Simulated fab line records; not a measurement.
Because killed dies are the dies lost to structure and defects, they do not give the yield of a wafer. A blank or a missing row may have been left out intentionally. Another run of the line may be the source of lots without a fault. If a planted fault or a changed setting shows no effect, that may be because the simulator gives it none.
fab line records -- flow n5Finfet
record lots=8, wafers=24, lastDay=18
route steps=1938 shown DUMMY_REMOVAL@378 HKMG_FIN@400 BEOL_M4@1111 PASSIVATION@1936
lots with no fault: from the same line, run without faults
startH: the number of hours between the record's first day and the start of the first shown wafer of the lot -- waitH: time in hours since the lot's previous step -- " identical to the entry in the row above -- L1.1+2: several wafers, shown together as one row -- - no value, or no start given -- * or withheld: withheld -- < > ~ a bound
route shown NAME@n: names a module that has steps shown in the file, with the first one's number in the route -- usual: average and standard deviation across the fault-free wafers -- same: alike in all rows -- chamber/n: place in a boat -- sites: the reading at each site -- _std_site: their standard deviation -- _edge_site: outer sites' mean less inner sites' -- radiusMm: how far each site lies from the wafer's centre -- mask NAME#n: copy n -- behind: the last tool/chamber to shape the wafer -- hold: reason for holding the lot/hours on hold/outcome of the hold -- device: transistor that didn't switch, given as n, p or np -- end of line: the same wafers' tests at the end of the route -- where a step has no rows: the recipe by itself -- killed: dies that structure and defects cost at the first sort, which is not the same as the wafer's yield -- map: dies across one wafer; x = killed, . = not, _ = none there
set.NAME: the run value of the setting; set.NAME@STEP: its run value at that earlier step -- model.NAME: the simulator's own value behind a step, which no gauge read
steps of the route over a sample of lots; a table a step, a row a wafer
services: from which hour (startH, from the record's first day; less than 0 if before it) a tool's chamber was out of use, for how many hours, and why
## steps
# step N5_DUMMY_REMOVAL_STRIP_10
# recipe chemistry=N2/H2, timeS=40, powerW=100, tempC=40, pressureMtorr=100, rfFrequencyHz=6e+07, biasPowerW=3, n2FlowSccm=300, h2FlowSccm=300
# usual drypumpMotorCurrentA=5.7/0.39, h2FlowSccm=300.1/0.87, oesProductAu=0.76/0.073, rfVppV=45.2/0.77, showerheadPlenumPTorr=3.37/0.11, throttleValvePct=12.27/0.21
lot.wafer,tool,chamber,startH,waitH,drypumpMotorCurrentA,h2FlowSccm,oesProductAu,rfHoursCounterH,rfVppV,showerheadPlenumPTorr,throttleValvePct
L453.1,rieDiel-02,3,97.15,0.0,4.9,299.9,0.74,176,45.1,3.22,12.46
L453.3,rieDiel-02,1,97.15,0.0,6.3,301.0,0.69,221,45.1,3.33,12.24
L453.4,rieDiel-02,2,97.15,0.0,5.9,300.6,0.80,113,46.7,3.40,12.41
L456.3,rieDiel-03,2,113.63,0.0,6.1,298.2,0.77,148,44.3,3.26,12.30
L456.5,rieDiel-03,3,113.63,0.0,5.5,299.0,0.72,-,46.3,3.52,12.24
L456.6,rieDiel-03,2,113.63,0.0,6.1,299.8,0.78,-,45.4,3.26,12.29
L457.4,rieDiel-03,3,119.70,0.0,5.5,300.8,0.72,166,43.7,3.52,12.22
L457.5,rieDiel-03,1,119.70,0.0,5.7,299.9,0.80,-,44.7,3.39,11.96
L457.6,rieDiel-03,2,119.70,0.0,6.1,299.5,0.78,-,43.5,3.26,12.29
L458.4,rieDiel-02,2,124.98,0.0,5.8,301.1,0.78,121,45.6,3.39,12.44
L458.5,rieDiel-02,0,124.98,0.0,5.7,298.9,0.66,-,44.4,3.49,12.54
L458.6,rieDiel-02,3,124.98,0.0,4.9,299.9,0.74,-,45.4,3.22,12.48
L460.2,rieDiel-03,1,135.67,0.0,5.7,300.9,0.79,128,45.4,3.38,11.99
L460.3,rieDiel-03,3,135.67,0.0,5.6,298.7,0.71,171,46.4,3.51,12.26
L460.5,rieDiel-03,0,135.67,0.0,5.9,300.2,0.88,-,44.4,3.29,11.91
L468.2,rieDiel-03,0,186.14,0.0,5.9,301.1,0.86,54,45.0,3.28,11.95
L468.3,rieDiel-03,1,186.14,0.0,5.7,300.3,0.77,143,44.3,3.37,12.03
L468.5,rieDiel-03,0,186.14,0.0,5.9,300.7,0.86,-,46.8,3.28,11.96
L469.1,rieDiel-04,0,189.87,0.0,5.5,301.0,0.69,221,44.1,3.21,12.58
L469.5,rieDiel-04,0,189.87,0.0,5.5,299.8,0.69,-,45.5,3.21,12.58
L469.6,rieDiel-04,1,189.87,0.0,5.2,299.4,0.68,-,46.3,3.47,12.50
L472.2,rieDiel-04,3,209.68,0.0,6.3,301.7,0.86,57,45.0,3.57,12.15
L472.3,rieDiel-04,1,209.68,0.0,5.2,300.5,0.67,244,44.3,3.47,12.54
L472.5,rieDiel-04,1,209.68,0.0,5.2,300.1,0.67,-,44.3,3.47,12.52
# step N5_HKMG_FIN_INSPECT_61
# recipe mode=adi, inspectInstrument=macro
# usual rawDefectCount=2.1/1.3
lot.wafer,tool,chamber,startH,waitH,rawDefectCount
L453.1,defectInspect-01,-,98.69,0.0,2
L453.3,defectInspect-01,-,98.69,0.0,1
L453.4,defectInspect-01,-,98.69,0.0,2
L456.3,defectInspect-01,-,115.31,0.0,1
L456.5,defectInspect-01,-,115.31,0.0,2
L456.6,defectInspect-01,-,115.31,0.0,0
L457.4,defectInspect-02,-,121.42,0.0,2
L457.5,defectInspect-02,-,121.42,0.0,1
L457.6,defectInspect-02,-,121.42,0.0,1
L458.4,defectInspect-02,-,126.53,0.0,2
L458.5,defectInspect-02,-,126.53,0.0,1
L458.6,defectInspect-02,-,126.53,0.0,0
L460.2,defectInspect-01,-,137.07,0.0,0
L460.3,defectInspect-01,-,137.07,0.0,2
L460.5,defectInspect-01,-,137.07,0.0,1
L468.2,defectInspect-02,-,187.53,0.0,2
L468.3,defectInspect-02,-,187.53,0.0,1
L468.5,defectInspect-02,-,187.53,0.0,2
L469.1,defectInspect-02,-,191.39,0.0,5
L469.5,defectInspect-02,-,191.39,0.0,3
L469.6,defectInspect-02,-,191.39,0.0,2
L472.2,defectInspect-02,-,211.07,0.0,3
L472.3,defectInspect-02,-,211.07,0.0,1
L472.5,defectInspect-02,-,211.07,0.0,1
# step N5_HKMG_FIN_ETCH_55
# recipe chemistry=N2/H2, target=SOC, targetDepthA=2400, tempC=40, timeS=300, ionEnergyEv=200, maskMaterial=SiARC, pressureMtorr=30, sourceW=840, biasW=150, n2FlowSccm=200, h2FlowSccm=200
# usual biasW=150.0/0.44, chamberPressureMTorr=29.998/0.027, drypumpMotorCurrentA=5.6/0.56, h2FlowSccm=200.0/0.58, oesProductAu=0.76/0.08, rfVppV=523.3/2, showerheadPlenumPTorr=2.52/0.065, throttleValvePct=17.86/0.28
lot.wafer,tool,chamber,startH,waitH,biasW,chamberPressureMTorr,drypumpMotorCurrentA,h2FlowSccm,oesProductAu,rfHoursCounterH,rfVppV,showerheadPlenumPTorr,throttleValvePct
L453.1,rieDiel-05,0,98.81,0.0,150.9,29.947,6.1,200.0,0.93,18,522.4,2.49,17.46
L453.3,rieDiel-05,2,98.81,0.0,150.3,29.992,5.5,199.7,0.68,221,524.5,2.63,17.83
L453.4,rieDiel-05,1,98.81,0.0,150.4,29.963,5.8,200.5,0.72,217,522.8,2.51,17.93
L456.3,rieDiel-01,0,115.61,0.0,149.9,30.029,4.9,199.1,0.82,83,522.2,2.47,17.86
L456.5,rieDiel-01,3,115.61,0.0,149.5,29.973,5.2,200.9,0.68,-,523.5,2.53,18.05
L456.6,rieDiel-01,2,115.61,0.0,149.9,29.986,6.4,200.4,0.89,-,524.6,2.58,17.23
L457.4,rieDiel-05,0,121.54,0.0,150.4,30.025,6.1,200.2,0.90,28,524.1,2.49,17.51
L457.5,rieDiel-05,3,121.54,0.0,150.2,30.023,6.1,201.1,0.73,-,526.3,2.63,18.14
L457.6,rieDiel-05,2,121.54,0.0,149.7,29.965,5.5,200.7,0.67,-,527.0,2.62,17.83
L458.4,rieDiel-01,3,126.65,0.0,150.0,30.006,5.2,200.2,0.68,227,522.9,2.53,18.07
L458.5,rieDiel-01,3,126.65,0.0,149.7,30.013,5.2,200.4,0.69,-,523.9,2.53,18.08
L458.6,rieDiel-01,2,126.65,0.0,149.7,30.011,6.4,199.4,0.88,-,524.8,2.58,17.21
L460.2,rieDiel-01,2,137.20,0.0,149.7,29.990,6.4,200.4,0.88,51,525.9,2.57,17.24
L460.3,rieDiel-01,0,137.20,0.0,150.6,29.971,4.9,199.3,0.83,90,521.6,2.47,17.87
L460.5,rieDiel-01,2,137.20,0.0,150.0,29.999,6.4,199.3,0.88,-,525.5,2.57,17.25
L468.2,rieDiel-05,0,187.66,0.0,149.8,30.044,6.1,200.2,0.88,43,522.0,2.48,17.54
L468.3,rieDiel-05,3,187.66,0.0,149.3,30.017,6.1,199.5,0.71,203,528.3,2.62,18.18
L468.5,rieDiel-05,3,187.66,0.0,149.3,29.978,6.1,199.4,0.72,-,526.0,2.62,18.17
L469.1,rieDiel-05,0,191.56,0.0,150.1,30.018,6.1,199.4,0.88,44,522.0,2.48,17.53
L469.5,rieDiel-05,3,191.56,0.0,150.6,30.020,6.1,201.3,0.71,-,525.5,2.62,18.18
L469.6,rieDiel-05,2,191.56,0.0,149.9,30.027,5.5,199.5,0.66,-,524.9,2.62,17.87
L472.2,rieDiel-01,2,211.47,0.0,150.2,30.002,6.4,199.7,0.84,80,526.1,2.56,17.29
L472.3,rieDiel-01,1,211.47,0.0,149.4,29.958,5.1,200.1,0.73,174,523.9,2.54,17.84
L472.5,rieDiel-01,0,211.47,0.0,150.7,29.957,4.9,198.6,0.78,-,521.1,2.45,17.93
# step N5_HKMG_FIN_ETCH_58
# recipe chemistry=N2/H2, target=SOC, targetDepthA=2158, ionEnergyEv=50, biasW=13, timeS=741, pressureMtorr=30, sourceW=875, n2FlowSccm=200, h2FlowSccm=200
# usual biasW=13.00/0.044, chamberPressureMTorr=29.999/0.029, drypumpMotorCurrentA=5.6/0.55, h2FlowSccm=200.0/0.65, oesProductAu=0.76/0.08, rfVppV=99.2/0.95, showerheadPlenumPTorr=2.52/0.065, throttleValvePct=17.81/0.29
lot.wafer,tool,chamber,startH,waitH,biasW,chamberPressureMTorr,drypumpMotorCurrentA,h2FlowSccm,oesProductAu,rfHoursCounterH,rfVppV,showerheadPlenumPTorr,throttleValvePct
L453.1,rieDiel-05,0,99.02,0.0,13.01,30.035,6.1,199.6,0.93,18,101.5,2.49,17.43
L453.3,rieDiel-05,2,99.02,0.0,13.01,30.023,5.5,199.5,0.69,221,99.1,2.63,17.77
L453.4,rieDiel-05,1,99.02,0.0,12.99,30.010,5.8,200.5,0.71,217,98.4,2.51,17.87
L456.3,rieDiel-01,0,115.82,0.0,-,-,-,-,-,-,-,-,-
L456.5,rieDiel-01,3,115.82,0.0,-,-,-,-,-,-,-,-,-
L456.6,rieDiel-01,2,115.82,0.0,-,-,-,-,-,-,-,-,-
L457.4,rieDiel-05,0,121.75,0.0,-,-,-,-,-,-,-,-,-
L457.5,rieDiel-05,3,121.75,0.0,-,-,-,-,-,-,-,-,-
L457.6,rieDiel-05,2,121.75,0.0,-,-,-,-,-,-,-,-,-
L458.4,rieDiel-01,3,126.86,0.0,-,-,-,-,-,-,-,-,-
L458.5,rieDiel-01,3,126.86,0.0,-,-,-,-,-,-,-,-,-
L458.6,rieDiel-01,2,126.86,0.0,-,-,-,-,-,-,-,-,-
L460.2,rieDiel-01,2,137.41,0.0,13.02,30.003,6.4,200.6,0.88,51,100.1,2.57,17.20
L460.3,rieDiel-01,0,137.41,0.0,12.98,29.985,4.9,199.7,0.82,91,99.0,2.47,17.83
L460.5,rieDiel-01,2,137.41,0.0,13.02,29.972,6.4,200.2,0.89,-,99.9,2.57,17.20
L468.2,rieDiel-05,0,187.87,0.0,13.04,30.054,6.1,200.3,0.88,43,99.6,2.48,17.46
L468.3,rieDiel-05,3,187.87,0.0,12.94,30.012,6.1,200.1,0.71,203,99.5,2.62,18.14
L468.5,rieDiel-05,3,187.87,0.0,12.96,30.008,6.1,199.7,0.71,-,100.3,2.62,18.13
L469.1,rieDiel-05,0,191.77,0.0,12.96,29.994,6.1,199.7,0.88,44,100.1,2.48,17.49
L469.5,rieDiel-05,3,191.77,0.0,12.98,29.967,6.0,200.7,0.71,-,99.4,2.62,18.13
L469.6,rieDiel-05,2,191.77,0.0,12.98,29.942,5.5,199.9,0.66,-,100.0,2.62,17.84
L472.2,rieDiel-01,2,211.68,0.0,13.05,29.981,6.4,199.8,0.84,80,100.2,2.56,17.24
L472.3,rieDiel-01,1,211.68,0.0,13.02,29.992,5.1,200.7,0.73,174,100.6,2.54,17.79
L472.5,rieDiel-01,0,211.68,0.0,13.05,30.055,4.9,200.4,0.79,-,98.7,2.45,17.89
# step N5_BEOL_M4_RC_MEAS_101
# usual DIBL_N=36.0/1.8, DIBL_P=36.3/2.4, IOFF_N=0.16/0.035, IOFF_N_85C=3.0/0.57, IOFF_N_LIN=0.072/0.013, IOFF_N_LONG=5.42e-05/2.8e-06, IOFF_P=0.21/0.036, ION_N=673/13, ION_P=461/7.2, SS_N=71.4/0.6, SS_P=73.2/0.7, VT_N=250/4, VT_N_LONG=275.5/2.2, VT_P=-250.9/2.9, VT_P_LVT=-99.7/2.8
lot.wafer,tool,chamber,startH,waitH,DIBL_N[mV/V],DIBL_P[mV/V],IOFF_N[nA/um],IOFF_N_85C[nA/um],IOFF_N_LIN[nA/um],IOFF_N_LONG[nA/um],IOFF_P[nA/um],ION_N[uA/um],ION_P[uA/um],SS_N[mV/dec],SS_P[mV/dec],VT_N[mV],VT_N_LONG[mV],VT_P[mV],VT_P_LVT[mV]
L453.1,prober-02,0,202.87,0.0,33.9,34.9,0.13,2.6,0.062,5.31e-05,0.17,674,461,70.4,73.2,254,276.0,-250.4,-100.5
L453.3,prober-02,0,202.87,0.0,37.5,37.1,0.19,3.5,0.077,5.37e-05,0.20,668,455,72.0,73.4,248,276.5,-251.0,-99.7
L453.4,prober-02,0,202.87,0.0,35.4,36.2,0.15,2.9,0.069,5.37e-05,0.19,678,470,71.5,73.2,249,277.6,-250.7,-99.7
L457.4,prober-01,0,221.29,0.5,37.1,38.9,37.17,303.7,16.840,0.010164,0.20,981,466,70.7,73.9,94,122.8,-253.0,-254.1
L457.5,prober-01,0,221.29,0.5,38.0,39.6,37.24,300.7,16.778,0.01008,0.22,968,464,71.6,74.2,95,124.0,-252.3,-253.3
L457.6,prober-01,0,221.29,0.5,40.5,43.6,53.14,403.6,22.591,0.010162,0.29,990,464,72.0,74.2,91,123.3,-248.7,-246.1
L456.3,prober-02,0,223.76,0.3,36.8,37.7,35.08,284.3,15.392,0.0092083,0.24,959,466,71.9,74.2,99,127.3,-244.6,-247.6
L456.5,prober-02,0,223.76,0.3,36.2,36.2,30.96,258.4,13.930,0.0093665,0.20,955,461,71.7,74.1,101,126.6,-250.6,-249.5
L456.6,prober-02,0,223.76,0.3,37.3,37.3,32.99,272.2,14.614,0.0092401,0.22,952,464,72.3,74.1,101,126.6,-246.3,-249.2
L460.2,prober-01,0,227.39,0.2,35.3,35.9,0.13,2.6,0.063,4.98e-05,0.21,668,464,70.6,73.9,255,275.7,-250.9,-98.4
L460.3,prober-01,0,227.39,0.2,34.6,35.0,0.13,2.5,0.062,5.08e-05,0.19,673,473,70.6,73.0,253,277.3,-252.9,-99.9
L460.5,prober-01,0,227.39,0.2,32.8,32.3,0.10,2.0,0.050,5.17e-05,0.15,657,458,70.4,71.3,259,276.6,-252.3,-103.7
L458.4,prober-01,0,242.86,0.5,36.3,36.1,34.36,285.5,16.208,0.01115,0.20,970,464,71.6,73.7,96,120.1,-252.8,-250.5
L458.5,prober-01,0,242.86,0.5,36.3,36.3,33.21,273.8,15.364,0.011012,0.20,975,464,71.9,73.7,97,122.1,-252.5,-254.3
L458.6,prober-01,0,242.86,0.5,39.3,39.5,45.65,357.9,19.621,0.011036,0.26,978,459,72.2,74.0,92,121.0,-249.3,-250.4
L468.2,prober-01,0,281.36,0.2,39.2,40.2,0.21,3.9,0.092,5.2e-05,0.26,685,468,71.6,74.1,246,273.4,-249.3,-96.0
L468.3,prober-01,0,281.36,0.2,34.6,35.4,0.13,2.6,0.063,5.16e-05,0.18,673,462,71.3,73.0,254,280.7,-252.8,-101.4
L468.5,prober-01,0,281.36,0.2,35.4,35.4,0.13,2.6,0.062,5.16e-05,0.19,662,455,71.5,73.3,254,277.7,-252.0,-100.6
L469.1,prober-02,0,286.98,0.0,36.0,35.9,0.15,2.9,0.069,5.44e-05,0.20,675,461,71.1,74.0,252,274.1,-250.9,-99.1
L469.5,prober-02,0,286.98,0.0,33.0,32.7,0.11,2.3,0.055,5.52e-05,0.16,668,459,70.9,73.1,253,274.1,-252.0,-101.4
L469.6,prober-02,0,286.98,0.0,37.4,36.6,0.16,3.1,0.071,5.49e-05,0.21,667,457,71.4,73.7,253,274.7,-251.4,-99.5
L472.2,prober-01,0,318.44,0.2,37.2,37.1,0.16,3.1,0.075,5.25e-05,0.21,673,457,71.4,73.4,250,279.0,-252.4,-101.0
L472.3,prober-01,0,318.44,0.2,37.9,36.6,0.16,3.1,0.077,5.3e-05,0.21,681,461,72.1,74.0,250,277.4,-252.9,-102.3
L472.5,prober-01,0,318.44,0.2,39.3,38.0,0.20,3.7,0.089,5.37e-05,0.25,687,464,72.2,73.7,247,274.3,-246.7,-98.5
# step N5_PASSIVATION_PROBE_49
# usual defectLimitedYield=91.2/1.4, killed_at_M0_to_M3=35/11, killed_at_M4_up=14/5.6, killedAtContacts=12/5.6, killedAtFrontEnd=38/11, killedAtOther=4/3.4, killedDies=103/17, killedOpen=68/12, killedShort=33/8.8, sort_bin_4_leakage=0.00/0.007, sort_bin_5_function=5.1/0.89, sort_bin_6_memory=3.3/0.71, sortNPass=1077/17, sortYieldPct=91.2/1.4
# same grossDies=1180, killedAtBackSide=0, sort_bin_8_speed[%]=0
lot.wafer,tool,chamber,startH,waitH,defectLimitedYield[%],killed_at_M0_to_M3,killed_at_M4_up,killedAtContacts,killedAtFrontEnd,killedAtOther,killedDies,killedOpen,killedShort,sort_bin_4_leakage[%],sort_bin_5_function[%],sort_bin_6_memory[%],sortNPass,sortYieldPct[%]
L457.4,prober-02,-,330.16,0.2,91.6,30,10,19,36,4,99,70,27,91.61,5.1,3.1,0,0
L457.5,prober-02,-,330.21,0.2,93.1,38,12,8,18,5,81,44,35,93.14,4.2,2.1,0,0
L457.6,prober-02,-,330.26,0.3,91.4,34,16,6,36,10,102,68,33,91.36,5.9,2.7,0,0
L456.3,prober-02,-,334.77,0.1,92.5,28,17,9,29,5,88,57,28,92.54,3.7,3.6,0,0
L456.5,prober-02,-,334.87,0.2,92.0,28,11,14,32,9,94,68,25,92.03,5.0,2.8,0,0
L456.6,prober-02,-,334.92,0.3,92.8,26,21,10,26,2,85,52,31,92.80,4.5,2.4,0,0
L458.4,prober-02,-,347.16,0.2,90.8,38,15,6,40,10,109,59,50,90.76,4.6,4.1,0,0
L458.5,prober-02,-,347.21,0.2,91.4,33,14,17,33,4,101,63,38,91.44,5.3,3.1,0,0
L458.6,prober-02,-,347.26,0.3,91.9,32,14,9,38,3,96,58,34,91.86,4.7,2.7,0,0
L469.1,prober-02,-,396.55,0.0,90.9,31,17,13,29,17,107,79,26,0,5.8,3.1,1073,90.9
L469.5,prober-02,-,396.75,0.2,90.8,36,20,12,27,13,108,76,31,0,5.8,3.1,1072,90.8
L469.6,prober-02,-,396.80,0.3,92.5,30,12,12,31,4,89,69,18,0,4.5,2.9,1091,92.5
# killed by level:class
L457.4 MOL_CONTACT_COAG:geometricParticle:open=17 BEOL_M3:geometricParticle:open=12 DUMMY_GATE:geometricParticle:open=7 FIN_SAQP:geometricParticle:short=6 BEOL_M2:geometricParticle:open=5 FIN_SAQP:geometricParticle:open=4 GATE_CUT:geometricParticle:short=4 BEOL_M1:geometricParticle:open=4
L457.5 BEOL_M0_SAQP:geometricParticle:short=10 BEOL_M0_SAQP:geometricParticle:open=9 BEOL_M4:geometricParticle:open=6 BEOL_M1:geometricParticle:open=5 FIN_SAQP:geometricParticle:short=4 BEOL_M4:geometricParticle:short=4 MOL_CONTACT_COAG:geometricParticle:open=4 MOL_CONTACT_COAG:geometricParticle:short=4
L457.6 FIN_SAQP:geometricParticle:short=12 FIN_SAQP:geometricParticle:open=11 BEOL_M0_SAQP:geometricParticle:open=11 BEOL_M3:geometricParticle:open=10 BEOL_M4:geometricParticle:open=9 MOL_CONTACT_COAG:geometricParticle:open=6 GATE_CUT:geometricParticle:short=4 BEOL_M0_SAQP:geometricParticle:short=4
L456.3 BEOL_M1:geometricParticle:open=11 MOL_CONTACT_COAG:geometricParticle:open=8 BEOL_M2:geometricParticle:open=8 BEOL_M4:geometricParticle:open=6 FIN_SAQP:geometricParticle:short=4 FIN_SAQP:geometricParticle:open=4 STARTING-WAFER:geometricParticle:short=4 DUMMY_GATE:geometricParticle:open=4
L456.5 MOL_CONTACT_COAG:geometricParticle:open=11 BEOL_M2:geometricParticle:open=7 FIN_SAQP:geometricParticle:open=6 BEOL_M1:geometricParticle:open=5 BEOL_M3:geometricParticle:open=5 BEOL_M4:geometricParticle:open=5 BEOL_M0_SAQP:geometricParticle:open=4 GATE_CUT:geometricParticle:open=3
L456.6 BEOL_M4:geometricParticle:open=9 MOL_CONTACT_COAG:geometricParticle:open=7 BEOL_M1:geometricParticle:open=7 BEOL_M0:geometricParticle:open=6 BEOL_M2:geometricParticle:open=5 STARTING-WAFER:geometricParticle:open=5 BEOL_M4:geometricParticle:short=4 STARTING-WAFER:geometricParticle:short=4
L458.4 BEOL_M1:geometricParticle:open=13 FIN_SAQP:geometricParticle:short=10 BEOL_M4:geometricParticle:open=7 FIN_SAQP:geometricParticle:open=6 BEOL_M3:geometricParticle:open=6 MOL_CONTACT_COAG:geometricParticle:open=5 BEOL_M1:geometricParticle:short=5 STARTING-WAFER:geometricParticle:short=5
L458.5 MOL_CONTACT_COAG:geometricParticle:open=15 FIN_SAQP:geometricParticle:short=11 BEOL_M0_SAQP:geometricParticle:short=5 BEOL_M0_SAQP:geometricParticle:open=5 BEOL_M1:geometricParticle:open=5 BEOL_M3:geometricParticle:open=5 FIN_SAQP:geometricParticle:open=4 BEOL_M2:geometricParticle:open=4
L458.6 FIN_SAQP:geometricParticle:open=8 BEOL_M2:geometricParticle:open=8 STARTING-WAFER:geometricParticle:short=8 MOL_CONTACT_COAG:geometricParticle:open=7 BEOL_M0_SAQP:geometricParticle:short=7 BEOL_M4:geometricParticle:open=6 BEOL_M0_SAQP:geometricParticle:open=5 FIN_SAQP:geometricParticle:short=4
L469.1 BEOL_M2:geometricParticle:open=12 BEOL_M4:geometricParticle:open=12 MOL_CONTACT_COAG:geometricParticle:open=10 STI_FIN_REVEAL:geometricParticle:open=9 BEOL_M3:geometricParticle:open=7 GATE_CUT:geometricParticle:short=6 DUMMY_GATE:geometricParticle:open=5 BEOL_M1:geometricParticle:open=5
L469.5 BEOL_M4:geometricParticle:open=13 STI_FIN_REVEAL:geometricParticle:open=11 BEOL_M2:geometricParticle:open=8 MOL_CONTACT_COAG:geometricParticle:open=7 FIN_SAQP:geometricParticle:open=5 MOL_CONTACT_COAG:geometricParticle:short=5 BEOL_M0_SAQP:geometricParticle:short=5 BEOL_M0_SAQP:geometricParticle:open=5
L469.6 BEOL_M2:geometricParticle:open=13 MOL_CONTACT_COAG:geometricParticle:open=11 STI_FIN_REVEAL:geometricParticle:open=7 STARTING-WAFER:geometricParticle:open=6 BEOL_M4:geometricParticle:open=5 GATE_CUT:geometricParticle:short=4 BEOL_M0_SAQP:geometricParticle:short=4 BEOL_M3:geometricParticle:open=4
## services
tool,chamber,startH,hours,kind
rieDiel-01,-,90.23,0.2,repair
rieDiel-04,3,116.29,12.9,repair
rieDiel-05,-,147.49,16.3,repair
rieDiel-01,1,164.18,2.6,repair
rieDiel-02,0,174.77,-,clean
rieDiel-02,0,174.77,-,consumableReplace:focusRing
rieDiel-02,0,174.77,19.6,scheduledDown
rieDiel-02,0,174.77,19.6,ventCycle
rieDiel-04,0,176.83,7.2,repair
rieDiel-01,3,181.79,-,clean
rieDiel-01,3,181.79,-,consumableReplace:focusRing
rieDiel-01,3,181.79,19.2,scheduledDown
rieDiel-01,3,181.79,19.2,ventCycle
rieDiel-02,1,194.32,-,clean
rieDiel-02,1,194.32,-,consumableReplace:focusRing
rieDiel-02,1,194.32,25.5,scheduledDown
rieDiel-02,1,194.32,25.5,ventCycle
rieDiel-05,2,197.50,-,clean
rieDiel-05,2,197.50,-,consumableReplace:focusRing
rieDiel-05,2,197.50,21.7,scheduledDown
rieDiel-05,2,197.50,21.7,ventCycle
rieDiel-04,0,204.06,8.8,repair
## key
firstSign step=N5_HKMG_FIN_ETCH_58, reading=toolRecord, direction=missing
effect step=N5_BEOL_M4_RC_MEAS_101, reading=IOFF_N_LONG, direction=up, sigmas=99+, usual=5.42e-05, struck=0.010158
effect step=N5_BEOL_M4_RC_MEAS_101, reading=IOFF_N_LIN, direction=up, sigmas=99+, usual=0.072, struck=16.816
effect step=N5_BEOL_M4_RC_MEAS_101, reading=IOFF_N, direction=up, sigmas=99+, usual=0.16, struck=37.76
effect step=N5_BEOL_M4_RC_MEAS_101, reading=IOFF_N_85C, direction=up, sigmas=99+, usual=3.0, struck=304.5
effect step=N5_BEOL_M4_RC_MEAS_101, reading=VT_N_LONG, direction=down, sigmas=71, usual=275.5, struck=123.8
effect step=N5_BEOL_M4_RC_MEAS_101, reading=VT_P_LVT, direction=down, sigmas=54, usual=-99.7, struck=-250.6
effect step=N5_BEOL_M4_RC_MEAS_101, reading=VT_N, direction=down, sigmas=39, usual=250, struck=96
effect step=N5_BEOL_M4_RC_MEAS_101, reading=ION_N, direction=up, sigmas=23, usual=673, struck=970
effect step=N5_PASSIVATION_PROBE_49, reading=sort_bin_4_leakage, direction=up, sigmas=99+, usual=0.00, struck=91.95
metAt N5_HKMG_FIN_ETCH_58
struckLots L456,L457,L458
notActingAt N5_DUMMY_REMOVAL_STRIP_10,N5_HKMG_FIN_INSPECT_61,N5_HKMG_FIN_ETCH_55
onsetBetween 99.02 115.82
fault kind=skippedStepWhole, tool=rieDiel-01,rieDiel-05, chamber=-, onsetH=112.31, steps=N5_HKMG_FIN_ETCH_58, scope=struckLotsOnly
